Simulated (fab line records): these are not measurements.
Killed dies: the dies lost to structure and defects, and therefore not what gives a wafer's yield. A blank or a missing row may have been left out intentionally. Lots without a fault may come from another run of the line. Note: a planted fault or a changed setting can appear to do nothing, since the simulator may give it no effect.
Matching of chambers || flow n5-finfet || rie-diel-01 running N5_BEOL_M4_ETCH_74: 4 sister chambers
The step etches underlayer in N2/H2, target depth 6.5 nm, time 5.2 s. 4 wafers are shown with their chamber, then 7 later ones without.

## WAFERS PAIRED WITH THEIR CHAMBERS
{"wafer": "L087.3", "chamber": 1, "throttle-valve-pct (%)": 17.53}
{"wafer": "L087.6", "chamber": 2, "throttle-valve-pct (%)": 18.23}
{"wafer": "L090.1", "chamber": 3, "throttle-valve-pct (%)": 17.39}
{"wafer": "L090.4", "chamber": 0, "throttle-valve-pct (%)": 18.30}

## WAFERS WITHOUT THEIR CHAMBER
{"wafer": "L090.5", "throttle-valve-pct (%)": 17.39}
{"wafer": "L096.1", "throttle-valve-pct (%)": 17.54}
{"wafer": "L096.3", "throttle-valve-pct (%)": 17.40}
{"wafer": "L096.5", "throttle-valve-pct (%)": 18.25}
{"wafer": "L095.3", "throttle-valve-pct (%)": 17.53}
{"wafer": "L095.5", "throttle-valve-pct (%)": 17.38}
{"wafer": "L095.6", "throttle-valve-pct (%)": 18.24}

## CHAMBER TAKEN BY EACH
{"wafer": "L090.5", "from the rows above": 3, "in truth": 3}
{"wafer": "L096.1", "from the rows above": 1, "in truth": 1}
{"wafer": "L096.3", "from the rows above": 3, "in truth": 3}
{"wafer": "L096.5", "from the rows above": 2, "in truth": 2}
{"wafer": "L095.3", "from the rows above": 1, "in truth": 1}
{"wafer": "L095.5", "from the rows above": 3, "in truth": 3}
{"wafer": "L095.6", "from the rows above": 2, "in truth": 2}
Correct placement for 7 of the 7. Not placeable from these rows: 0. 0 placed wrongly.
How it was worked out, from the rows above alone: a wafer's distance from a chamber is the root of the sum, over the readings, of the square of ((its reading less the chamber's mean) divided by the reading's scatter). If the next closest chamber is less than 2 further off than the closest, the wafer can't be placed; otherwise it belongs to the closest. For every chamber, the mean is computed from those of its wafers that are shown. The scatter (one wafer shown for each chamber): square how far every hidden wafer sits from the nearest shown wafer, average those squares and take the square root.
